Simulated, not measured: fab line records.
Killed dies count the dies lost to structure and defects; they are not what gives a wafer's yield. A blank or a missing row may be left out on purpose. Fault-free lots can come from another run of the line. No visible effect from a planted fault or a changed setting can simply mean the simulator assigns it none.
fab line records	flow n5_finfet
record: lots: 4	wafers: 12	last_day: 17
route steps=1938 shown MOL_CONTACT_COAG@568 BEOL_M4@1111 PASSIVATION@1936
lots with no fault: from the same line, run without faults
start_h: hours from the record's opening day to when the first of the lot's shown wafers began	wait_h: time in hours since the lot's previous step	" the same as in the row above	L1.1+2: a single row standing in for several wafers	- either no value or no given start	* or withheld: withheld	< > ~ a bound
route shown NAME@n: NAME is a module with steps in the file, n the number in the route of the first one	usual: the fault-free wafers' mean and standard deviation	same: alike in all rows	chamber/n: place in a boat	sites: readings site by site	_std_site: the standard deviation of these	_edge_site: the outer-site mean with the inner-site mean subtracted	radius_mm: how far each site lies from the wafer's centre	mask NAME#n: copy n	behind: the most recent tool/chamber to have shaped the wafer	hold: reason for holding the lot/hours on hold/outcome of the hold	device: transistor that didn't switch, given as n, p or np	end of line: tests of these same wafers at the route's end	step lacking rows: just its recipe	killed: at the first sort, the dies lost to defects and structure; wafer yield is something else	map: the dies of a wafer, with x for killed, . for not killed, _ for no die there
set.NAME: the setting the step ran with; set.NAME@STEP: the setting that earlier step ran with	model.NAME: the simulator's own value behind a step, which no gauge read
a table for each step, a row for each wafer; lots at some steps of the route
services: when a tool's chamber went out of use (start_h, in hours from the record's first day, below 0 if earlier), for how many hours, and the reason
== steps ==
step: N5_MOL_CONTACT_COAG_EBR_80
recipe: solvent: PGMEA	ebr_width_mm: 1.5
step: N5_MOL_CONTACT_COAG_SOFTBAKE_79
recipe: temp_c: 110	time_s: 60	resist: CAR-EUV
step: N5_MOL_CONTACT_COAG_EXPOSE_81
recipe: mask_id: VG	na: 0.33	source_shape: annular	sigma_inner: 0.3	sigma_outer: 0.7	polarization: unpolarized	defocus_nm: 0	dose_mj: 59.5
step: N5_MOL_CONTACT_COAG_PEB_82
recipe: peb_temp_c: 100	peb_time_s: 60	resist: CAR-EUV
step: N5_MOL_CONTACT_COAG_DEVELOP_83
recipe: develop_time_s: 30	developer: TMAH	resist: CAR-EUV	rinse_liquid: surfactant_rinse	dry: air_spin	dev_temp_c: 23
step: N5_MOL_CONTACT_COAG_DESCUM_88
recipe: chemistry: O2	time_s: 7	source_power_w: 50	bias_power_w: 20	pressure_mtorr: 20	rf_frequency_hz: 2.712e+07	temp_c: 40	resist: CAR-EUV	o2_flow_sccm: 225
step: N5_MOL_CONTACT_COAG_ETCH_89
recipe: chemistry: N2/H2	target: underlayer	target_depth_a: 130	mask_material: CAR-EUV	time_s: 10.4	ion_energy_ev: 200	pressure_mtorr: 30	source_w: 840	bias_w: 150	n2_flow_sccm: 200	h2_flow_sccm: 200	ends: cleared
step: N5_MOL_CONTACT_COAG_ETCH_90
recipe: chemistry: CF4	target: SiARC	target_depth_a: 130	mask_material: CAR-EUV	time_s: 21.7	ion_energy_ev: 80	pressure_mtorr: 40	source_w: 545	bias_w: 36	Ar_flow_sccm: 100	cf4_flow_sccm: 100	ends: cleared
step: N5_MOL_CONTACT_COAG_ALD_131
recipe: material: SiO2	target_thk_a: 50	temp_c: 100	ald_precursor_family: BDEAS	ald_co_reactant: O2-plasma	pulse_time_s: 1	co_reactant_pulse_time_s: 1	purge_time_s: 2	co_reactant_purge_time_s: 2	ald_cycles: 35	pressure_torr: 2
step: N5_MOL_CONTACT_COAG_ETCHBACK_132
recipe: chemistry: CHF3	target: SiO2	target_depth_a: 100	time_s: 6.7	ion_energy_ev: 200	pressure_mtorr: 30	source_w: 610	bias_w: 170	Ar_flow_sccm: 200	CHF3_flow_sccm: 50
usual: CHF3_flow_sccm: 50.00/0.14	bias_w: 170.0/0.57	drypump_motor_current_A: 5.7/0.41	oes_product_au: 0.78/0.085	rf_vpp_V: 529/18	showerhead_plenum_p_Torr: 2.39/0.091	throttle_valve_pct: 18.75/0.23
lot.wafer	tool	chamber	start_h	wait_h	CHF3_flow_sccm	bias_w	drypump_motor_current_A	oes_product_au	rf_hours_counter_h	rf_vpp_V	showerhead_plenum_p_Torr	throttle_valve_pct	model.CAR-EUV_of_MOL_CONTACT_COAG_COAT_78.thk_nm
L696.4	rie_diel-02	0	99.14	0.1	50.24	170.5	5.1	0.71	-	524	2.27	18.92	15.4
L696.5	"	3	"	"	49.80	169.6	6.4	0.87	-	535	2.46	18.73	15.6
L696.6	"	1	"	"	50.01	169.6	5.9	0.70	-	538	2.25	18.83	15.8
L712.2	rie_diel-02	3	193.18	0.1	-	-	-	-	-	-	-	-	16.8
L712.3	"	2	"	"	-	-	-	-	-	-	-	-	17.2
L712.4	"	0	"	"	-	-	-	-	-	-	-	-	17.2
L713.2	rie_diel-01	0	204.63	0.1	-	-	-	-	-	-	-	-	17
L713.3	"	1	"	"	-	-	-	-	-	-	-	-	16.8
L713.4	"	2	"	"	-	-	-	-	-	-	-	-	17.2
L719.1	rie_diel-02	3	239.20	0.1	50.01	169.7	6.4	0.83	101	534	2.44	18.79	15.4
L719.2	"	2	"	"	49.87	169.8	5.3	0.88	43	512	2.54	18.83	15.4
L719.3	"	1	"	"	49.86	169.6	5.9	0.94	14	544	2.52	18.47	15.6
step: N5_MOL_CONTACT_COAG_ETCH_91
recipe: chemistry: N2/H2	target: SOC	target_depth_a: 600	overetch_a: 210	mask_material: SiARC	temp_c: 40	time_s: 101.2	ion_energy_ev: 200	pressure_mtorr: 30	source_w: 840	bias_w: 150	n2_flow_sccm: 200	h2_flow_sccm: 200
usual: drypump_motor_current_A: 5.7/0.41	n2_flow_sccm: 200.0/0.59	oes_product_au: 0.65/0.065	rf_vpp_V: 524.0/2.5	showerhead_plenum_p_Torr: 2.55/0.093	throttle_valve_pct: 17.84/0.28
lot.wafer	tool	chamber	start_h	wait_h	drypump_motor_current_A	n2_flow_sccm	oes_product_au	rf_hours_counter_h	rf_vpp_V	showerhead_plenum_p_Torr	throttle_valve_pct
L696.4	rie_diel-02	0	99.19	0.0	5.1	200.5	0.61	-	520.6	2.43	18.13
L696.5	"	3	"	"	6.4	200.3	0.72	-	524.6	2.60	17.75
L696.6	"	1	"	"	5.9	200.6	0.59	-	519.4	2.41	17.98
L712.2	rie_diel-02	3	193.21	0.0	6.4	200.1	0.31	86	524.2	2.59	17.74
L712.3	"	2	"	"	5.3	200.1	0.33	28	527.9	2.72	17.88
L712.4	"	0	"	"	5.1	199.7	0.26	-	518.8	2.41	18.13
L713.2	rie_diel-01	0	204.67	0.0	5.8	200.0	0.27	189	525.2	2.64	17.80
L713.3	"	1	"	"	6.1	199.7	0.28	195	525.0	2.53	17.79
L713.4	"	2	"	"	5.1	200.4	0.33	55	521.8	2.46	17.37
L719.1	rie_diel-02	3	239.23	0.0	6.4	200.4	0.67	102	524.6	2.58	17.82
L719.2	"	2	"	"	5.3	200.4	0.71	43	527.9	2.71	17.97
L719.3	"	1	"	"	5.9	200.4	0.78	14	529.3	2.71	17.59
step: N5_MOL_CONTACT_COAG_STRIP_92
recipe: chemistry: N2/H2	temp_c: 40	n2_flow_sccm: 200	h2_flow_sccm: 200	rf_frequency_hz: 6e+07
step: N5_MOL_CONTACT_COAG_STRIP_93
recipe: chemistry: N2/H2	temp_c: 40	n2_flow_sccm: 200	h2_flow_sccm: 200	rf_frequency_hz: 6e+07
step: N5_MOL_CONTACT_COAG_ETCHBACK_135
recipe: chemistry: CHF3	target: SiO2	target_depth_a: 250	time_s: 16.7	ion_energy_ev: 200	pressure_mtorr: 30	source_w: 610	bias_w: 170	Ar_flow_sccm: 200	CHF3_flow_sccm: 50
step: N5_MOL_CONTACT_COAG_STRIP_118
recipe: chemistry: CHF3	resist: SiARC	rf_frequency_hz: 6e+07
step: N5_MOL_CONTACT_COAG_VIA_ETCH_46
recipe: chemistry: C4F6/O2	target_depth_a: 460	overetch_a: 92	mask_material: SOC	target: SiO2	bias_w: 455	pressure_mtorr: 10	time_s: 40	source_w: 325	Ar_flow_sccm: 300	C4F6_flow_sccm: 10	O2_flow_sccm: 10	ion_energy_ev: 575.3	ends: end_point
step: N5_MOL_CONTACT_COAG_STRIP_96
recipe: chemistry: N2/H2	power_w: 500	temp_c: 40	pressure_mtorr: 50	rf_frequency_hz: 6e+07	overash_fraction: 0.3	bias_power_w: 28	h2_frac: 0.5	n2_flow_sccm: 300	h2_flow_sccm: 300
step: N5_MOL_CONTACT_COAG_ETCH_47
recipe: chemistry: CH3F/O2	target: SiNx	target_depth_a: 270	mask_material: SiO2	stop_on: W	over_etch_frac: 0.2	ion_energy_ev: 120	endpoint: OES-CN	pressure_mtorr: 30	source_w: 395	bias_w: 73	Ar_flow_sccm: 150	CH3F_flow_sccm: 30	O2_flow_sccm: 20	ends: end_point
usual: drypump_motor_current_A: 5.7/0.41	etch_rf_on_time_s: 31.3/0.9	oes_product_au: 0.69/0.076	rf_vpp_V: 300/10	showerhead_plenum_p_Torr: 2.00/0.08	throttle_valve_pct: 16.36/0.22
lot.wafer	tool	chamber	start_h	wait_h	drypump_motor_current_A	etch_rf_on_time_s	oes_product_au	rf_hours_counter_h	rf_vpp_V	showerhead_plenum_p_Torr	throttle_valve_pct	model.etch.over_etch_s
L696.4	rie_diel-02	0	99.41	0.0	5.1	32.3	0.64	-	298	1.89	16.47	5.391
L696.5	"	3	"	"	6.4	30.3	0.78	-	305	2.06	16.28	5.054
L696.6	"	1	"	"	5.9	31.9	0.62	-	304	1.88	16.45	5.321
L712.2	rie_diel-02	3	193.44	0.0	6.4	50.8	0.32	86	304	2.05	16.29	0
L712.3	"	2	"	"	5.3	50.8	0.33	28	292	2.14	16.34	0
L712.4	"	0	"	"	5.0	50.8	0.26	-	297	1.88	16.49	0
L713.2	rie_diel-01	0	204.90	0.0	5.8	50.8	0.27	190	310	2.07	16.43	0
L713.3	"	1	"	"	6.1	50.8	0.28	195	301	1.98	16.36	0
L713.4	"	2	"	"	5.2	50.8	0.32	55	272	1.93	15.99	0
L719.1	rie_diel-02	3	239.46	0.0	6.4	30.5	0.73	102	304	2.04	16.36	5.089
L719.2	"	2	"	"	5.3	29.8	0.78	43	291	2.14	16.41	4.961
L719.3	"	1	"	"	5.9	30.4	0.83	15	310	2.11	16.01	5.064
step: N5_MOL_CONTACT_COAG_STRIP_119
recipe: chemistry: N2/H2	time_s: 30	power_w: 1000	temp_c: 250	pressure_mtorr: withheld	n2_flow_sccm: 1750	h2_flow_sccm: 3250
step: N5_MOL_CONTACT_COAG_PRECLEAN_144
recipe: chemistry: alkaline_clean	temp_c: 60	time_s: 60	do_ppb: 50
step: N5_MOL_CONTACT_COAG_SRD_145
recipe: dry: ipa_marangoni	time_s: 30	temp_c: 23	rinse_liquid: diw
step: N5_MOL_CONTACT_COAG_CD_MEAS_137
recipe: target_cd_nm: 16
usual: cd_nm: 15.9/0.53
lot.wafer	tool	chamber	start_h	wait_h	cd_nm
L696.4	cd_sem-02	-	99.62	0.0	16.7
L696.5	"	-	"	"	16.1
L696.6	"	-	"	"	16.5
L712.2	cd_sem-02	-	193.67	0.0	-
L712.3	"	-	"	"	-
L712.4	"	-	"	"	-
L713.2	cd_sem-01	-	205.13	0.0	-
L713.3	"	-	"	"	-
L713.4	"	-	"	"	-
L719.1	cd_sem-01	-	239.69	0.0	17.1
L719.2	"	-	"	"	16.0
L719.3	"	-	"	"	16.4
step: N5_MOL_CONTACT_COAG_COAT_62
recipe: resist: SOC	temp_c: 250	time_s: 60	spin_rpm: 1500	resist_thk_nm: 60
step: N5_BEOL_M4_RC_MEAS_101
usual: DIBL_N: 36.6/2.3	DIBL_P: 36.3/2.8	IOFF_N: 0.17/0.047	IOFF_P: 0.22/0.048	ION_N: 676/14	ION_P: 463/9.4	SS_N: 71.6/0.84	SS_P: 73.4/0.85	VT_N: 249/3.7	VT_P: -249/3.6
lot.wafer	tool	chamber	start_h	wait_h	DIBL_N[mV/V]	DIBL_P[mV/V]	IOFF_N[nA/um]	IOFF_P[nA/um]	ION_N[uA/um]	ION_P[uA/um]	SS_N[mV/dec]	SS_P[mV/dec]	VT_N[mV]	VT_P[mV]
L696.4	prober-02	0	167.62	0.5	37.3	36.8	0.16	0.23	673	461	72.0	73.8	249	-246
L696.5	"	0	"	"	36.5	34.5	0.16	0.20	687	472	71.3	72.9	245	-249
L696.6	"	0	"	"	32.4	30.6	0.11	0.15	646	448	69.7	71.7	254	-252
L719.1	prober-02	0	310.00	0.0	38.8	39.8	0.25	0.30	695	471	72.7	74.7	243	-244
L719.2	"	0	"	"	33.5	34.2	0.13	0.19	691	475	71.0	73.2	251	-252
L719.3	"	0	"	"	37.5	35.8	0.20	0.21	659	451	73.5	72.6	251	-249
step: N5_PASSIVATION_PROBE_49
usual: defect_limited_yield: 91.5/1.5	killed_at_M0_to_M3: 33/9.9	killed_at_M4_up: 14/5.2	killed_at_contacts: 11/5.2	killed_at_front_end: 38/10	killed_at_other: 4/3.5	killed_dies: 100/18	killed_on_rim: 13/4.1	killed_open: 66/14	killed_short: 32/6.9	sort_bin_5_function: 5.0/1	sort_bin_6_memory: 3.1/0.69	sort_bin_8_speed: 0.03/0.26	sort_n_pass: 1080/18	sort_yield_pct: 91.5/1.5
same: gross_dies: 1180	killed_at_back_side: 0	sort_bin_4_leakage[%]: 0
lot.wafer	tool	chamber	start_h	wait_h	defect_limited_yield[%]	killed_at_M0_to_M3	killed_at_M4_up	killed_at_contacts	killed_at_front_end	killed_at_other	killed_dies	killed_on_rim	killed_open	killed_short	sort_bin_5_function[%]	sort_bin_6_memory[%]	sort_bin_8_speed[%]	sort_n_pass	sort_yield_pct[%]
L696.4	prober-02	-	272.98	0.2	90.3	49	9	8	42	6	114	23	72	41	5.9	3.1	0	1066	90.3
L696.5	prober-02	-	273.03	0.2	90.7	34	12	16	40	8	110	11	81	26	5.7	3.5	0	1070	90.7
L696.6	prober-02	-	273.08	0.3	89.5	49	15	6	46	8	124	20	81	42	6.9	3.2	0.08	1055	89.4
L712.2	prober-01	-	365.27	0.1	0	26	4	1106	42	2	1180	152	66	29	97.1	2.7	0	0	0
L712.3	prober-01	-	365.32	0.1	0	19	9	1097	49	6	1180	152	64	32	96.7	3.1	0	0	0
L712.4	prober-01	-	365.37	0.2	0	16	16	1116	29	3	1180	152	47	23	97.9	2.1	0	0	0
L713.2	prober-02	-	404.88	0.1	0	49	18	1079	32	2	1180	152	64	34	96.4	3.1	0	0	0
L713.3	prober-02	-	404.93	0.1	0	46	12	1093	29	0	1180	152	67	30	97.2	2.5	0	0	0
L713.4	prober-02	-	404.98	0.2	0	46	10	1090	32	2	1180	152	66	35	96.7	2.7	0	0	0
L719.1	prober-02	-	417.01	0.6	90.3	26	26	19	38	5	114	13	78	32	5.3	4.2	0	1066	90.3
L719.2	prober-02	-	417.06	0.6	90.4	30	21	8	50	4	113	18	76	37	5.7	3.7	0	1067	90.4
L719.3	prober-02	-	417.11	0.7	90.3	36	20	9	45	4	114	14	69	45	5.3	4.1	0	1066	90.3
killed by level:class
L696.4 BEOL_M0_SAQP:geometric_particle:open=19 FIN_SAQP:geometric_particle:open=15 BEOL_M0_SAQP:geometric_particle:short=13 FIN_SAQP:geometric_particle:short=11 MOL_CONTACT_COAG:geometric_particle:open=6 BEOL_M1:geometric_particle:open=4 STI_FIN_REVEAL:geometric_particle:open=4 BEOL_M2:geometric_particle:open=4
L696.5 FIN_SAQP:geometric_particle:open=18 MOL_CONTACT_COAG:geometric_particle:open=12 STI_FIN_REVEAL:geometric_particle:open=11 BEOL_M3:geometric_particle:open=10 BEOL_M0_SAQP:geometric_particle:short=6 BEOL_M0_SAQP:geometric_particle:open=6 BEOL_M2:geometric_particle:open=5 FIN_SAQP:geometric_particle:short=4
L696.6 BEOL_M0_SAQP:geometric_particle:short=13 BEOL_M3:geometric_particle:open=11 BEOL_M1:geometric_particle:open=9 FIN_SAQP:geometric_particle:open=8 STI_FIN_REVEAL:geometric_particle:open=8 BEOL_M0_SAQP:geometric_particle:open=8 FIN_SAQP:geometric_particle:short=7 DUMMY_GATE:geometric_particle:open=7
L712.2 MOL_CONTACT_COAG:area_etchback=1084 MOL_CONTACT_COAG:geometric_particle:open=18 STI_FIN_REVEAL:geometric_particle:open=12 ILD0:geometric_particle:short=6 BEOL_M0:geometric_particle:open=6 BEOL_M1:geometric_particle:open=6 FIN_SAQP:geometric_particle:open=5 DUMMY_GATE:geometric_particle:open=4
L712.3 MOL_CONTACT_COAG:area_etchback=1082 MOL_CONTACT_COAG:geometric_particle:open=14 STI_FIN_REVEAL:geometric_particle:open=10 FIN_SAQP:geometric_particle:short=6 GATE_CUT:geometric_particle:short=6 BEOL_M1:geometric_particle:open=5 BEOL_M3:geometric_particle:open=5 STARTING-WAFER:geometric_particle:open=5
L712.4 MOL_CONTACT_COAG:area_etchback=1108 MOL_CONTACT_COAG:geometric_particle:open=6 DUMMY_GATE:geometric_particle:open=5 STI_FIN_REVEAL:geometric_particle:open=4 ILD0:geometric_particle:open=4 BEOL_M0_SAQP:geometric_particle:open=4 BEOL_M4:geometric_particle:short=4 BEOL_M5:geometric_particle:open=4
L713.2 MOL_CONTACT_COAG:area_etchback=1079 BEOL_M2:geometric_particle:open=17 BEOL_M0_SAQP:geometric_particle:short=11 GATE_CUT:geometric_particle:short=10 BEOL_M0:geometric_particle:open=8 STI_FIN_REVEAL:geometric_particle:open=7 BEOL_M0_SAQP:geometric_particle:open=7 BEOL_M4:geometric_particle:open=5
L713.3 MOL_CONTACT_COAG:area_etchback=1083 BEOL_M2:geometric_particle:open=14 STI_FIN_REVEAL:geometric_particle:open=10 BEOL_M0_SAQP:geometric_particle:open=10 BEOL_M0_SAQP:geometric_particle:short=8 MOL_CONTACT_COAG:geometric_particle:open=7 FIN_SAQP:geometric_particle:open=5 FIN_SAQP:geometric_particle:short=4
L713.4 MOL_CONTACT_COAG:area_etchback=1079 STI_FIN_REVEAL:geometric_particle:open=15 BEOL_M0_SAQP:geometric_particle:short=15 BEOL_M0_SAQP:geometric_particle:open=11 MOL_CONTACT_COAG:geometric_particle:open=9 BEOL_M2:geometric_particle:open=6 STI_FIN_REVEAL:geometric_particle:short=5 BEOL_M0:geometric_particle:open=4
L719.1 FIN_SAQP:geometric_particle:open=17 MOL_CONTACT_COAG:geometric_particle:open=16 BEOL_M4:geometric_particle:open=9 BEOL_M4:geometric_particle:short=7 BEOL_M1:geometric_particle:open=6 BEOL_M0_SAQP:geometric_particle:open=4 BEOL_M0_SAQP:geometric_particle:short=4 PASS1_DEP:geometric_particle:open=4
L719.2 STI_FIN_REVEAL:geometric_particle:open=13 BEOL_M0_SAQP:geometric_particle:open=12 BEOL_M4:geometric_particle:open=10 FIN_SAQP:geometric_particle:open=9 FIN_SAQP:geometric_particle:short=8 BEOL_M0_SAQP:geometric_particle:short=8 MOL_CONTACT_COAG:geometric_particle:open=7 BEOL_M4:geometric_particle:short=6
L719.3 FIN_SAQP:geometric_particle:open=16 BEOL_M2:geometric_particle:open=8 FIN_SAQP:geometric_particle:short=7 BEOL_M4:geometric_particle:open=7 GATE_CUT:geometric_particle:open=6 BEOL_M0_SAQP:geometric_particle:short=6 BEOL_M3:geometric_particle:open=6 BEOL_M4:geometric_particle:short=6
map L712.2 (x killed, . not)
_________________xxxxxxxxxxxx________________
______________xxxxxxxxxxxxxxxxxx_____________
___________xxxxxxxxxxxxxxxxxxxxxxxx__________
__________xxxxxxxxxxxxxxxxxxxxxxxxxx_________
________xxxxxxxxxxxxxxxxxxxxxxxxxxxxxx_______
_______xxxxxxxxxxxxxxxxxxxxxxxxxxxxxxxx______
______xxxxxxxxxxxxxxxxxxxxxxxxxxxxxxxxxx_____
_____xxxxxxxxxxxxxxxxxxxxxxxxxxxxxxxxxxxx____
____xxxxxxxxxxxxxxxxxxxxxxxxxxxxxxxxxxxxxx___
___xxxxxxxxxxxxxxxxxxxxxxxxxxxxxxxxxxxxxxxx__
___xxxxxxxxxxxxxxxxxxxxxxxxxxxxxxxxxxxxxxxx__
__xxxxxxxxxxxxxxxxxxxxxxxxxxxxxxxxxxxxxxxxxx_
__xxxxxxxxxxxxxxxxxxxxxxxxxxxxxxxxxxxxxxxxxx_
_xxxxxxxxxxxxxxxxxxxxxxxxxxxxxxxxxxxxxxxxxxxx
_xxxxxxxxxxxxxxxxxxxxxxxxxxxxxxxxxxxxxxxxxxxx
_xxxxxxxxxxxxxxxxxxxxxxxxxxxxxxxxxxxxxxxxxxxx
_xxxxxxxxxxxxxxxxxxxxxxxxxxxxxxxxxxxxxxxxxxxx
_xxxxxxxxxxxxxxxxxxxxxxxxxxxxxxxxxxxxxxxxxxxx
_xxxxxxxxxxxxxxxxxxxxxxxxxxxxxxxxxxxxxxxxxxxx
_xxxxxxxxxxxxxxxxxxxxxxxxxxxxxxxxxxxxxxxxxxxx
_xxxxxxxxxxxxxxxxxxxxxxxxxxxxxxxxxxxxxxxxxxxx
__xxxxxxxxxxxxxxxxxxxxxxxxxxxxxxxxxxxxxxxxxx_
__xxxxxxxxxxxxxxxxxxxxxxxxxxxxxxxxxxxxxxxxxx_
___xxxxxxxxxxxxxxxxxxxxxxxxxxxxxxxxxxxxxxxx__
___xxxxxxxxxxxxxxxxxxxxxxxxxxxxxxxxxxxxxxxx__
____xxxxxxxxxxxxxxxxxxxxxxxxxxxxxxxxxxxxxx___
_____xxxxxxxxxxxxxxxxxxxxxxxxxxxxxxxxxxxx____
______xxxxxxxxxxxxxxxxxxxxxxxxxxxxxxxxxx_____
_______xxxxxxxxxxxxxxxxxxxxxxxxxxxxxxxx______
________xxxxxxxxxxxxxxxxxxxxxxxxxxxxxx_______
__________xxxxxxxxxxxxxxxxxxxxxxxxxx_________
___________xxxxxxxxxxxxxxxxxxxxxxxx__________
______________xxxxxxxxxxxxxxxxxx_____________
_________________xxxxxxxxxxxx________________
map L713.2 (x killed, . not)
_________________xxxxxxxxxxxx________________
______________xxxxxxxxxxxxxxxxxx_____________
___________xxxxxxxxxxxxxxxxxxxxxxxx__________
__________xxxxxxxxxxxxxxxxxxxxxxxxxx_________
________xxxxxxxxxxxxxxxxxxxxxxxxxxxxxx_______
_______xxxxxxxxxxxxxxxxxxxxxxxxxxxxxxxx______
______xxxxxxxxxxxxxxxxxxxxxxxxxxxxxxxxxx_____
_____xxxxxxxxxxxxxxxxxxxxxxxxxxxxxxxxxxxx____
____xxxxxxxxxxxxxxxxxxxxxxxxxxxxxxxxxxxxxx___
___xxxxxxxxxxxxxxxxxxxxxxxxxxxxxxxxxxxxxxxx__
___xxxxxxxxxxxxxxxxxxxxxxxxxxxxxxxxxxxxxxxx__
__xxxxxxxxxxxxxxxxxxxxxxxxxxxxxxxxxxxxxxxxxx_
__xxxxxxxxxxxxxxxxxxxxxxxxxxxxxxxxxxxxxxxxxx_
_xxxxxxxxxxxxxxxxxxxxxxxxxxxxxxxxxxxxxxxxxxxx
_xxxxxxxxxxxxxxxxxxxxxxxxxxxxxxxxxxxxxxxxxxxx
_xxxxxxxxxxxxxxxxxxxxxxxxxxxxxxxxxxxxxxxxxxxx
_xxxxxxxxxxxxxxxxxxxxxxxxxxxxxxxxxxxxxxxxxxxx
_xxxxxxxxxxxxxxxxxxxxxxxxxxxxxxxxxxxxxxxxxxxx
_xxxxxxxxxxxxxxxxxxxxxxxxxxxxxxxxxxxxxxxxxxxx
_xxxxxxxxxxxxxxxxxxxxxxxxxxxxxxxxxxxxxxxxxxxx
_xxxxxxxxxxxxxxxxxxxxxxxxxxxxxxxxxxxxxxxxxxxx
__xxxxxxxxxxxxxxxxxxxxxxxxxxxxxxxxxxxxxxxxxx_
__xxxxxxxxxxxxxxxxxxxxxxxxxxxxxxxxxxxxxxxxxx_
___xxxxxxxxxxxxxxxxxxxxxxxxxxxxxxxxxxxxxxxx__
___xxxxxxxxxxxxxxxxxxxxxxxxxxxxxxxxxxxxxxxx__
____xxxxxxxxxxxxxxxxxxxxxxxxxxxxxxxxxxxxxx___
_____xxxxxxxxxxxxxxxxxxxxxxxxxxxxxxxxxxxx____
______xxxxxxxxxxxxxxxxxxxxxxxxxxxxxxxxxx_____
_______xxxxxxxxxxxxxxxxxxxxxxxxxxxxxxxx______
________xxxxxxxxxxxxxxxxxxxxxxxxxxxxxx_______
__________xxxxxxxxxxxxxxxxxxxxxxxxxx_________
___________xxxxxxxxxxxxxxxxxxxxxxxx__________
______________xxxxxxxxxxxxxxxxxx_____________
_________________xxxxxxxxxxxx________________
== services ==
tool	chamber	start_h	hours	kind
rie_diel-02	2	94.61	-	clean
rie_diel-02	2	94.61	-	consumable_replace:esc
rie_diel-02	2	94.61	-	consumable_replace:focus_ring
rie_diel-02	2	94.61	-	consumable_replace:showerhead
rie_diel-02	2	94.61	22.5	scheduled_down
rie_diel-02	2	94.61	22.5	vent_cycle
rie_diel-01	3	110.08	4.3	repair
rie_diel-02	3	139.10	12.7	repair
rie_diel-01	0	143.26	26.3	repair
rie_diel-02	1	177.05	-	clean
rie_diel-02	1	177.05	-	consumable_replace:focus_ring
rie_diel-02	1	177.05	-	consumable_replace:showerhead
rie_diel-02	1	177.05	17.0	scheduled_down
rie_diel-02	1	177.05	17.0	vent_cycle
rie_diel-01	0	227.96	4.4	repair
== key ==
first_sign: step: N5_MOL_CONTACT_COAG_ETCHBACK_132	reading: tool_record	direction: missing
effect: step: N5_MOL_CONTACT_COAG_ETCH_91	reading: oes_product_au	direction: down	sigmas: 5.5	usual: 0.65	struck: 0.30
effect: step: N5_MOL_CONTACT_COAG_ETCH_47	reading: etch_rf_on_time_s	direction: up	sigmas: 21	usual: *	struck: *
effect: step: N5_MOL_CONTACT_COAG_CD_MEAS_137	reading: cd_nm	direction: missing
effect: step: N5_PASSIVATION_PROBE_49	reading: killed_at_contacts	direction: up	sigmas: 99+	usual: 11	struck: 1097
model_effect: step: N5_MOL_CONTACT_COAG_ETCHBACK_132	value: CAR-EUV_of_MOL_CONTACT_COAG_COAT_78.thk_nm	without: 15.6	struck: 17.03
model_effect: step: N5_MOL_CONTACT_COAG_ETCH_47	value: etch.over_etch_s	without: 5.196	struck: 0
more_kills_born_at: N5_MOL_CONTACT_COAG_ETCHBACK_132@rie_diel-02: 3274	N5_MOL_CONTACT_COAG_ETCHBACK_132@rie_diel-01: 3241
met_at N5_MOL_CONTACT_COAG_ETCHBACK_132
struck_wafers L712.2,L712.3,L712.4,L713.2,L713.3,L713.4
later_rows_left_out L712.2,L712.3,L712.4,L713.2,L713.3,L713.4
onset_between 99.14 193.18
fault: kind: skipped_step_whole	tool: rie_diel-01,rie_diel-02	chamber: -	onset_h: 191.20	steps: N5_MOL_CONTACT_COAG_ETCHBACK_132	scope: struck_lots_only
later_rows_left_out: the simulator's readings of these wafers behind a module that went badly wrong aren't trusted and aren't shown, but for the sort
